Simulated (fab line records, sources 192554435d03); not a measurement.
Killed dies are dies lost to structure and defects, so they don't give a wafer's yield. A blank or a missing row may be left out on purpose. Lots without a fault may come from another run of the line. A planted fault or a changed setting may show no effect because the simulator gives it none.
Which tool did it? | flow n5_finfet | 8 lots, 24 wafers sampled, at 6 steps of a route of 1938

WHAT THE GAUGES READ, wafer by wafer
N5_FIN_CUT_OVL_MEAS_09. Usual: FIN_CUT_OVL 0.1 nm, standard deviation 0.72.
lot  | measured    | on         | FIN_CUT_OVL (nm) | flag
L525 | day 2 03:03 | overlay-01 | -0.2 -0.1 0.7    |
L529 | day 3 03:19 | overlay-01 | 0.1 0.1 0.8      |
L531 | day 3 16:07 | overlay-02 | -0.7 -0.9 -1.4   |
L533 | day 4 03:50 | overlay-02 | -0.1 -0.1 0.1    |
L534 | day 4 08:23 | overlay-02 | 0.2 0.8 0.7      |
L542 | day 6 09:20 | overlay-01 | -1.1 -0.9 -0.6   |
L547 | day 7 15:02 | overlay-02 | -0.4 0.6 0.5     |
L548 | day 7 21:05 | overlay-01 | -0.8 0.0 -0.6    |

N5_BEOL_M4_RC_MEAS_101. Usual: DIBL_N 35.9 mV/V, standard deviation 2.5; DIBL_P 36.0 mV/V, standard deviation 3; IOFF_N 0.16 nA/um, standard deviation 0.047; IOFF_P 0.21 nA/um, standard deviation 0.047; ION_N 671 uA/um, standard deviation 14; ION_P 460 uA/um, standard deviation 8.8; SS_N 71.5 mV/dec, standard deviation 0.73; SS_P 73.2 mV/dec, standard deviation 0.91; VT_N 250 mV, standard deviation 4.3; VT_P -251 mV, standard deviation 3.6.
lot  | measured     | on        | DIBL_N (mV/V)  | DIBL_P (mV/V)  | IOFF_N (nA/um) | IOFF_P (nA/um) | ION_N (uA/um) | ION_P (uA/um) | SS_N (mV/dec)  | SS_P (mV/dec)  | VT_N (mV)   | VT_P (mV)      | flag
L525 | day 7 18:34  | prober-02 | 34.8 37.7 34.1 | 34.4 37.2 33.6 | 0.14 0.20 0.14 | 0.19 0.22 0.17 | 662 679 653   | 453 465 444   | 71.0 72.4 70.5 | 73.3 73.2 72.7 | 250 245 249 | -254 -251 -256 |
L529 | day 8 17:10  | prober-02 | 37.0 35.6 33.9 | 37.4 35.8 33.4 | 0.17 0.15 0.11 | 0.22 0.20 0.16 | 679 682 653   | 462 463 451   | 72.2 72.4 71.4 | 73.4 72.9 72.3 | 250 249 256 | -252 -251 -253 |
L531 | day 8 23:23  | prober-02 | 37.6 40.0 34.1 | 35.2 40.5 33.2 | 0.16 0.24 0.12 | 0.20 0.31 0.17 | 657 689 648   | 450 466 447   | 72.0 72.2 70.2 | 73.0 74.5 72.8 | 254 243 254 | -249 -243 -254 |
L542 | day 12 05:04 | prober-02 | 35.8 39.0 38.1 | 35.2 39.9 39.4 | 0.14 0.22 0.18 | 0.19 0.28 0.26 | 685 693 692   | 470 469 475   | 70.5 71.2 71.8 | 73.0 74.4 74.3 | 248 244 247 | -250 -247 -248 |
L547 | day 13 12:14 | prober-02 | 35.0 34.7 32.9 | 35.1 34.8 32.7 | 0.13 0.15 0.10 | 0.19 0.19 0.16 | 655 681 656   | 452 468 455   | 71.1 71.2 71.0 | 72.8 73.5 72.0 | 255 251 259 | -252 -250 -254 |
L548 | day 13 12:32 | prober-01 | 35.2 39.7 33.6 | 33.5 39.0 33.2 | 0.12 0.20 0.11 | 0.16 0.25 0.16 | 668 673 664   | 458 457 462   | 71.1 73.0 70.8 | 73.0 74.5 72.2 | 254 249 253 | -252 -250 -254 |

WHICH TOOL RAN EACH LOT (tool, then ch and the chambers of the sampled wafers, then the start)
lot  | N5_FIN_SAQP_ETCH_34               | N5_FIN_CUT_DESCUM_13              | N5_FIN_CUT_ETCH_20                | N5_FIN_CUT_ETCH_21
L525 | rie_diel-06 ch 0,1,2, day 2 02:06 | rie_diel-04 ch 1,3, day 2 03:08   | rie_diel-04 ch 1,3, day 2 03:11   | rie_diel-04 ch 1,3, day 2 03:13
L529 | rie_diel-06 ch 1,2,3, day 3 02:31 | rie_diel-05 ch 1,3, day 3 03:52   | rie_diel-05 ch 1,3, day 3 03:56   | rie_diel-05 ch 1,3, day 3 03:58
L531 | rie_diel-02 ch 1,2,3, day 3 15:11 | rie_diel-01 ch 1,2,3, day 3 16:17 | rie_diel-01 ch 1,2,3, day 3 16:20 | rie_diel-01 ch 1,2,3, day 3 16:22
L533 | rie_diel-02 ch 0,1,3, day 4 02:54 | rie_diel-04 ch 0,1,2, day 4 03:55 | rie_diel-04 ch 0,1,2, day 4 03:58 | rie_diel-04 ch 0,1,2, day 4 04:00
L534 | rie_diel-03 ch 0,1,2, day 4 07:34 | rie_diel-01 ch 0,1, day 4 08:28   | rie_diel-01 ch 0,1, day 4 08:31   | rie_diel-01 ch 0,1, day 4 08:34
L542 | rie_diel-03 ch 0,2,3, day 6 08:32 | rie_diel-01 ch 0,1, day 6 09:25   | rie_diel-01 ch 0,1, day 6 09:29   | rie_diel-01 ch 0,1, day 6 09:31
L547 | rie_diel-06 ch 0,2,3, day 7 14:07 | rie_diel-01 ch 0,1,2, day 7 15:08 | rie_diel-01 ch 0,1,2, day 7 15:11 | rie_diel-01 ch 0,1,2, day 7 15:14
L548 | rie_diel-06 ch 1,2,3, day 7 20:09 | rie_diel-01 ch 1,2, day 7 21:10   | rie_diel-01 ch 1,2, day 7 21:13   | rie_diel-01 ch 1,2, day 7 21:16
- N5_FIN_SAQP_ETCH_34: etches SiO2 in C4F6/O2, target depth 45 nm, time 15 s.
- N5_FIN_CUT_DESCUM_13: chemistry O2, time 7 s.
- N5_FIN_CUT_ETCH_20: etches SiARC in CF4, target depth 26 nm, time 43.3 s.
- N5_FIN_CUT_ETCH_21: etches SOC in N2/H2, target depth 219 nm, overetch 43.8 nm, time 523.5 s.

WHAT THE TOOLS THEMSELVES READ (means of the sampled wafers that have a number; where no wafer has one, the mark that the record gives instead)
N5_FIN_SAQP_ETCH_34. Usual: C4F6_flow_sccm 9.999 sccm, standard deviation 0.028; O2_flow_sccm 10.00 sccm, standard deviation 0.032; drypump_motor_current_A 5.60 A, standard deviation 0.29; etch_rf_on_time_s 15.1 s, standard deviation 0.3; oes_o_777_au 0.79 a.u., standard deviation 0.086; oes_product_au 0.67 a.u., standard deviation 0.072; rf_vpp_V 663 V, standard deviation 20; showerhead_plenum_p_Torr 2.81 Torr, standard deviation 0.078; throttle_valve_pct 21.07 %, standard deviation 0.27.
lot  | tool        | C4F6_flow_sccm (sccm) | O2_flow_sccm (sccm) | drypump_motor_current_A (A) | etch_rf_on_time_s (s) | oes_o_777_au (a.u.) | oes_product_au (a.u.) | rf_vpp_V (V) | showerhead_plenum_p_Torr (Torr) | throttle_valve_pct (%) | flag
L525 | rie_diel-06 | 9.998                 | 10.03               | 5.66                        | 15.1                  | 0.79                | 0.66                  | 659          | 2.87                            | 21.07                  |
L529 | rie_diel-06 | 9.989                 | 9.97                | 5.63                        | 15.2                  | 0.81                | 0.67                  | 650          | 2.85                            | 21.14                  |
L531 | rie_diel-02 | 10.000                | 9.99                | 5.56                        | 14.9                  | 0.74                | 0.64                  | 674          | 2.80                            | 21.35                  |
L533 | rie_diel-02 | 9.986                 | 9.98                | 5.56                        | 15.3                  | 0.74                | 0.63                  | 666          | 2.77                            | 21.36                  |
L534 | rie_diel-03 | 9.995                 | 10.01               | 5.35                        | 15.1                  | 0.84                | 0.72                  | 684          | 2.87                            | 20.87                  |
L542 | rie_diel-03 | 9.990                 | 10.02               | 5.55                        | 15.3                  | 0.75                | 0.67                  | 674          | 2.89                            | 20.89                  |
L547 | rie_diel-06 | 10.002                | 9.96                | 5.81                        | 15.1                  | 0.82                | 0.69                  | 651          | 2.78                            | 20.96                  |
L548 | rie_diel-06 | 10.035                | 9.99                | 5.63                        | 14.9                  | 0.84                | 0.70                  | 649          | 2.83                            | 21.07                  |

N5_FIN_CUT_DESCUM_13. Usual: drypump_motor_current_A 5.6 A, standard deviation 0.36; oes_product_au 0.80 a.u., standard deviation 0.1; rf_vpp_V 243.8 V, standard deviation 1.2; showerhead_plenum_p_Torr 2.14 Torr, standard deviation 0.05; throttle_valve_pct 20.32 %, standard deviation 0.24.
lot  | tool        | drypump_motor_current_A (A) | oes_product_au (a.u.) | rf_vpp_V (V) | showerhead_plenum_p_Torr (Torr) | throttle_valve_pct (%) | flag
L525 | rie_diel-04 | 5.4                         | 0.82                  | 242.6        | 2.16                            | 20.00                  |
L529 | rie_diel-05 | 5.7                         | 0.89                  | 244.2        | 2.15                            | 20.13                  |
L531 | rie_diel-01 | 5.9                         | 0.86                  | 243.5        | 2.13                            | 20.48                  |
L533 | rie_diel-04 | 5.4                         | 0.76                  | 244.9        | 2.16                            | 20.32                  |
L534 | rie_diel-01 | 5.7                         | 0.84                  | 243.6        | 2.18                            | 20.43                  |
L542 | rie_diel-01 | 5.7                         | 0.81                  | 244.1        | 2.17                            | 20.44                  |
L547 | rie_diel-01 | 5.7                         | 0.82                  | 241.8        | 2.12                            | 20.57                  |
L548 | rie_diel-01 | 5.7                         | 0.87                  | 244.2        | 2.17                            | 20.56                  |

N5_FIN_CUT_ETCH_20. Usual: bias_w 36.02 W, standard deviation 0.11; cf4_flow_sccm 99.98 sccm, standard deviation 0.3; drypump_motor_current_A 5.6 A, standard deviation 0.36; etch_rf_on_time_s 43.4 s, standard deviation 1.4; oes_product_au 0.68 a.u., standard deviation 0.079; rf_vpp_V 184.5 V, standard deviation 1; showerhead_plenum_p_Torr 2.19 Torr, standard deviation 0.051; throttle_valve_pct 15.56 %, standard deviation 0.2.
lot  | tool        | bias_w (W) | cf4_flow_sccm (sccm) | drypump_motor_current_A (A) | etch_rf_on_time_s (s) | oes_product_au (a.u.) | rf_vpp_V (V) | showerhead_plenum_p_Torr (Torr) | throttle_valve_pct (%) | flag
L525 | rie_diel-04 | 36.05      | 100.21               | 5.4                         | 41.7                  | 0.70                  | 184.8        | 2.21                            | 15.22                  |
L529 | rie_diel-05 | 36.04      | 100.07               | 5.7                         | 44.3                  | 0.75                  | 185.0        | 2.22                            | 15.42                  |
L531 | rie_diel-01 | 35.92      | 99.82                | 5.9                         | 43.7                  | 0.73                  | 184.8        | 2.17                            | 15.60                  |
L533 | rie_diel-04 | -          | -                    | -                           | -                     | -                     | -            | -                               | -                      | OFF
L534 | rie_diel-01 | -          | -                    | -                           | -                     | -                     | -            | -                               | -                      | OFF
L542 | rie_diel-01 | 36.08      | 99.99                | 5.7                         | 44.7                  | 0.68                  | 184.1        | 2.22                            | 15.65                  |
L547 | rie_diel-01 | 35.96      | 99.95                | 5.7                         | 43.9                  | 0.69                  | 184.6        | 2.17                            | 15.72                  |
L548 | rie_diel-01 | 36.11      | 99.88                | 5.7                         | 44.0                  | 0.74                  | 185.0        | 2.22                            | 15.64                  |

N5_FIN_CUT_ETCH_21. Usual: bias_w 60.98 W, standard deviation 0.18; chamber_pressure_mTorr 29.999 mTorr, standard deviation 0.027; drypump_motor_current_A 5.6 A, standard deviation 0.36; oes_product_au 0.73 a.u., standard deviation 0.086; rf_vpp_V 241.4 V, standard deviation 1.2; showerhead_plenum_p_Torr 2.59 Torr, standard deviation 0.07; throttle_valve_pct 17.67 %, standard deviation 0.21.
lot  | tool        | bias_w (W) | chamber_pressure_mTorr (mTorr) | drypump_motor_current_A (A) | oes_product_au (a.u.) | rf_vpp_V (V) | showerhead_plenum_p_Torr (Torr) | throttle_valve_pct (%) | flag
L525 | rie_diel-04 | 60.99      | 30.010                         | 5.3                         | 0.75                  | 242.2        | 2.64                            | 17.42                  |
L529 | rie_diel-05 | 60.90      | 29.998                         | 5.7                         | 0.82                  | 241.8        | 2.61                            | 17.50                  |
L531 | rie_diel-01 | 61.12      | 30.032                         | 5.9                         | 0.79                  | 241.1        | 2.57                            | 17.80                  |
L533 | rie_diel-04 | 61.06      | 29.989                         | 5.4                         | 0.28                  | 242.2        | 2.64                            | 17.72                  | OFF
L534 | rie_diel-01 | 60.84      | 30.010                         | 5.7                         | 0.31                  | 242.3        | 2.64                            | 17.74                  | OFF
L542 | rie_diel-01 | 60.86      | 30.003                         | 5.7                         | 0.75                  | 241.5        | 2.63                            | 17.80                  |
L547 | rie_diel-01 | 60.96      | 29.995                         | 5.7                         | 0.75                  | 241.3        | 2.56                            | 17.81                  |
L548 | rie_diel-01 | 60.93      | 30.012                         | 5.7                         | 0.79                  | 241.8        | 2.62                            | 17.87                  |

THE ANSWER, worked out from the rows above alone
Rule: a lot is off if the mean of its wafers that have a number lies more than 3 standard deviations from the usual mean. A lot without any number at a reading at which 4 lots or more have one is off too. The other lots that the step has rows for count as sound. The gauges are gone through in route order, then the tools' own readings, and for those a lot's mean is taken as printed above. The first step at which some lot is off is used, and at that step the reading that is off furthest; a lot without a number counts as furthest.
Off: L533, L534, at N5_FIN_CUT_ETCH_20 (bias_w). Without a number there: L533, L534.
A tool fits if, at that step or a process step before it, it ran every lot that is off, and no sound lot after the first of them. None of those tried fits.

WHAT THE SIMULATOR HAD PUT IN
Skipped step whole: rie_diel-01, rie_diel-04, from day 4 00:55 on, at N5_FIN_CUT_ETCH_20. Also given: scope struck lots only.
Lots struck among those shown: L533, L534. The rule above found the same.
